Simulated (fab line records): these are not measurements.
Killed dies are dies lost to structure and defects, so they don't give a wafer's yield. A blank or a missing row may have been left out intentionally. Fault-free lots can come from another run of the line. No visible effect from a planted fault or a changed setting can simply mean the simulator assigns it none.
Code-filled problem report in 8D (eight disciplines) form ; flow n5 finfet ; the parts of the form that need people (team, actions taken, sign-off) are left out

== 1. THE ISSUE ==
raw defect count at N5_PMOS_HMC_CHANNEL_EPI_INSPECT_30 reads a mean of 311 on 1 wafer of 1 lot; wafers without a fault read 18 with a standard deviation of 5.9. Measured from the usual mean, that is +50 standard deviations.
The step: inspects for defects (darkfield).
First seen on wafer L620.1, day 6 08:31, on defect inspect-02. The record holds 24 wafers of 8 lots with a number at this step. The rule behind "out" and "out of limits": a value lying over 4 standard deviations away from the usual mean. The rest of the wafers with a number are treated as sound.

== 2. WHAT IT IS, WHAT IT ISN'T ==
question;is;is not
which readings at this step;raw defect count;-
which lots;L620;L602, L605, L606, L610, L614, L624, L625
which wafers of those lots;L620.1;L620.4, L620.6
read on which gauges;defect inspect-02;defect inspect-01
when;from day 6 08:31;"up to then (17 sound wafers); but 6 sound wafers of L624, L625 came after"

== 3. SUSPECTS, AND WHAT RULES EACH OUT ==
Counting: if a tool at a process step up to the reading ran every lot that is out, it stays a suspect. Sound lots after the first of them don't rule it out here, since some wafers of a struck lot are sound.
- ruled out: the gauge at N5_PMOS_HMC_CHANNEL_EPI_INSPECT_30. All the wafers that are out were read on defect inspect-02, but those of them that N5_FIN_CUT_INSPECT_10 has rows for are out there too, on other tools.
- rie diel-05 at N5_PMOS_HMC_CHANNEL_EPI_ETCH_32 (etches BARC in N2/H2, stops on SiO2, target depth 85.8 nm, time 50.3 s): kept. The lot that is out, L620, ran on it at day 6 05:22; the last sound lot it ran before that was L606, at day 2 17:59.
- rie diel-05 at N5_PMOS_HMC_CHANNEL_EPI_STRIP_33 (strips in N2/H2): kept. The lot that is out, L620, ran on it at day 6 05:27; the last sound lot it ran before that was L606, at day 2 18:05.
- wet bench-03 at N5_PMOS_HMC_CHANNEL_EPI_PRECLEAN_37 (cleans in O3/DIW, time 45 s): kept. The lot that is out, L620, ran on it at day 6 08:04; the last sound lot it ran before that was L606, at day 2 20:30.
Left after counting: rie diel-05 at N5_PMOS_HMC_CHANNEL_EPI_ETCH_32, rie diel-05 at N5_PMOS_HMC_CHANNEL_EPI_STRIP_33, wet bench-03 at N5_PMOS_HMC_CHANNEL_EPI_PRECLEAN_37.

== 4. THE CAUSE (what the simulator had put in) ==
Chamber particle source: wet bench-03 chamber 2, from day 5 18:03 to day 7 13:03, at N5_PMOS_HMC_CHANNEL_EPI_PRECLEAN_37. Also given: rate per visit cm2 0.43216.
This tool is one of the 3 suspects left after counting.

== 5. THE CHAIN OF EFFECTS, in route order ==
Each row: a reading where the mean over the struck wafers with a number is more than 3 standard deviations away from the usual. Readings are gone through only where the record gives a usual standard deviation; hours: the median, over the lots, of the time from a lot's start at the first step in this table giving one to that lot's start at this step; sigmas: the change measured in usual standard deviations.
hours;step;reading;usual;on struck wafers;change;sigmas
0;N5_PMOS_HMC_CHANNEL_EPI_INSPECT_30;raw defect count;18;311;+293;+50
7;N5_FIN_SAQP_INSPECT_40;raw defect count;259;509;+250;+3.4
7;N5_FIN_CUT_INSPECT_10;raw defect count;47;338;+291;+22
8;N5_FIN_CUT_INSPECT_17;raw defect count;267;520;+253;+3.1
260;N5_PASSIVATION_PROBE_49;defect limited yield;91.1 %;85.1;-6.0;-4.0
260;N5_PASSIVATION_PROBE_49;killed at front end;43;133;+90;+6.9
260;N5_PASSIVATION_PROBE_49;killed dies;105;176;+71;+4.2
260;N5_PASSIVATION_PROBE_49;sort_bin_5_function;5.2 %;9.6;+4.4;+4.8
260;N5_PASSIVATION_PROBE_49;sort n pass;1075;1004;-71;-4.2
260;N5_PASSIVATION_PROBE_49;sort yield pct;91.1 %;85.1;-6.0;-4.0
Here are the process steps it includes:
- N5_PASSIVATION_PROBE_49
Later measuring or inspecting steps at which every struck wafer that the step has a row for has a number for every such reading, and none has moved that far: N5_BEOL_M4_RC_MEAS_101.

== 6. WHAT WOULD HAVE CAUGHT IT SOONER ==
14 hours passed between the start of the fault at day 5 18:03 and the first reading out of limits at a measuring or inspecting step in this record, taken at day 6 08:31.
The start of N5_PMOS_HMC_CHANNEL_EPI_PRECLEAN_37 on wet bench-03 came by day 6 08:31 for every one of the lots that are out (1). Tool hold at that time: it would have spared none of them.
